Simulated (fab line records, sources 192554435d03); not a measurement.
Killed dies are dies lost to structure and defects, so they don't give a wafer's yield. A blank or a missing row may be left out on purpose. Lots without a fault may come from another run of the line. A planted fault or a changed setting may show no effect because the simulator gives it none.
One fault seen from 2 desks | flow n5_finfet | each desk has only its own numbers; what lay behind them comes last

THE TOOL OWNER'S DESK: rie_diel-05
The tool's own readings at N5_BEOL_M1_TRENCH_ETCH_37 (etches SiOC in C4F6/O2, target depth 55.207 nm, time 29 s): means of the sampled wafers that have a number, for each lot that ran on this tool. A lot is out of limits, marked OUT, if its mean lies more than 4 standard deviations from the usual mean; the brackets give that distance.
Columns: A = chamber_pressure_mTorr at N5_BEOL_M1_TRENCH_ETCH_37, usual 30.001 mTorr; B = drypump_motor_current_A at N5_BEOL_M1_TRENCH_ETCH_37, usual 5.81 A; C = oes_product_au at N5_BEOL_M1_TRENCH_ETCH_37, usual 0.79 a.u.; D = rf_vpp_V at N5_BEOL_M1_TRENCH_ETCH_37, usual 666 V; E = run_length_s at N5_BEOL_M1_TRENCH_ETCH_37, usual 52.2 s; F = showerhead_plenum_p_Torr at N5_BEOL_M1_TRENCH_ETCH_37, usual 2.87 Torr; G = throttle_valve_pct at N5_BEOL_M1_TRENCH_ETCH_37, usual 20.82 %
lot  | first seen here | A      | B    | C    | D   | E               | F    | G
L221 | day 7 14:19     | 30.015 | 5.97 | 0.70 | 663 | 52.4            | 2.87 | 21.19
L222 | day 8 06:39     | 29.971 | 6.08 | 0.70 | 650 | 54.1 (+4.2) OUT | 2.72 | 21.16
L224 | day 8 07:07     | 29.989 | 5.83 | 0.77 | 670 | 53.5            | 2.93 | 21.09
L226 | day 8 14:16     | 30.010 | 5.86 | 0.82 | 666 | 56.7 (+10) OUT  | 2.82 | 20.75
L238 | day 11 18:50    | 30.001 | 5.87 | 0.75 | 661 | 52.1            | 2.84 | 21.09
This desk's finding: out of limits on L222, L226; first on L222, day 8 06:39 (run_length_s at N5_BEOL_M1_TRENCH_ETCH_37). In limits: L221, L224, L238.

THE METROLOGY DESK
What the gauges read, lot by lot, whatever tool the lot ran on: means of the sampled wafers that have a number. A lot is out of limits, marked OUT, if its mean lies more than 4 standard deviations from the usual mean; the brackets give that distance. Of its 12 readings 7 are shown: the one that was out of limits first, and those that lie furthest out on some lot.
Columns: A = trench_depth_nm at N5_BEOL_M1_OCD_MEAS_38, usual 55.1 nm; B = DIBL_P at N5_BEOL_M4_RC_MEAS_101, usual 36.2 mV/V; C = IOFF_N at N5_BEOL_M4_RC_MEAS_101, usual 0.16 nA/um; D = IOFF_P at N5_BEOL_M4_RC_MEAS_101, usual 0.21 nA/um; E = ION_P at N5_BEOL_M4_RC_MEAS_101, usual 463 uA/um; F = SS_N at N5_BEOL_M4_RC_MEAS_101, usual 71.6 mV/dec; G = VT_N at N5_BEOL_M4_RC_MEAS_101, usual 250 mV
lot  | first seen here | A               | B    | C    | D    | E   | F    | G
L221 | day 7 05:54     | 55.0            | 35.5 | 0.14 | 0.18 | 459 | 71.1 | 251
L222 | day 7 14:17     | 58.5            | 31.8 | 0.12 | 0.14 | 448 | 71.2 | 252
L224 | day 8 01:50     | 57.3            | 38.5 | 0.22 | 0.27 | 469 | 72.1 | 244
L226 | day 8 09:05     | 62.0 (+6.2) OUT | 34.8 | 0.14 | 0.21 | 466 | 70.6 | 250
L230 | day 9 10:38     | 54.8            | 38.9 | 0.21 | 0.27 | 473 | 71.9 | 247
L235 | day 11 07:25    | 54.3            | 37.5 | 0.18 | 0.27 | 471 | 71.8 | 249
L238 | day 11 11:09    | 55.4            | 35.7 | 0.16 | 0.19 | 460 | 71.4 | 249
L239 | day 11 15:16    | 54.5            | 37.0 | 0.19 | 0.24 | 467 | 71.6 | 247
L240 | day 11 23:29    | 55.5            | 34.3 | 0.14 | 0.19 | 457 | 71.5 | 252
This desk's finding: out of limits on L226; first on L226, day 8 14:25 (trench_depth_nm at N5_BEOL_M1_OCD_MEAS_38). In limits: L221, L222, L224, L230, L235, L238, L239, L240.

PUT TOGETHER
The tool owner's desk could have raised an alarm at day 8 06:39, on L222, L226.
The metrology desk could have raised an alarm at day 8 14:25, on L226.
The metrology desk has L222 on record, within its limits.
Of the lots named, all ran N5_BEOL_M1_TRENCH_ETCH_37 on rie_diel-05.

WHAT THE SIMULATOR HAD PUT IN
Process parameter drift: rie_diel-05, from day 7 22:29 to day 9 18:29, at N5_BEOL_M1_TRENCH_ETCH_37. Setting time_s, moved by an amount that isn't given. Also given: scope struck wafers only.
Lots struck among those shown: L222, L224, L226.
Hours from the fault's start to each desk's first reading out of limits: the tool owner's desk, 8; the metrology desk, 16.
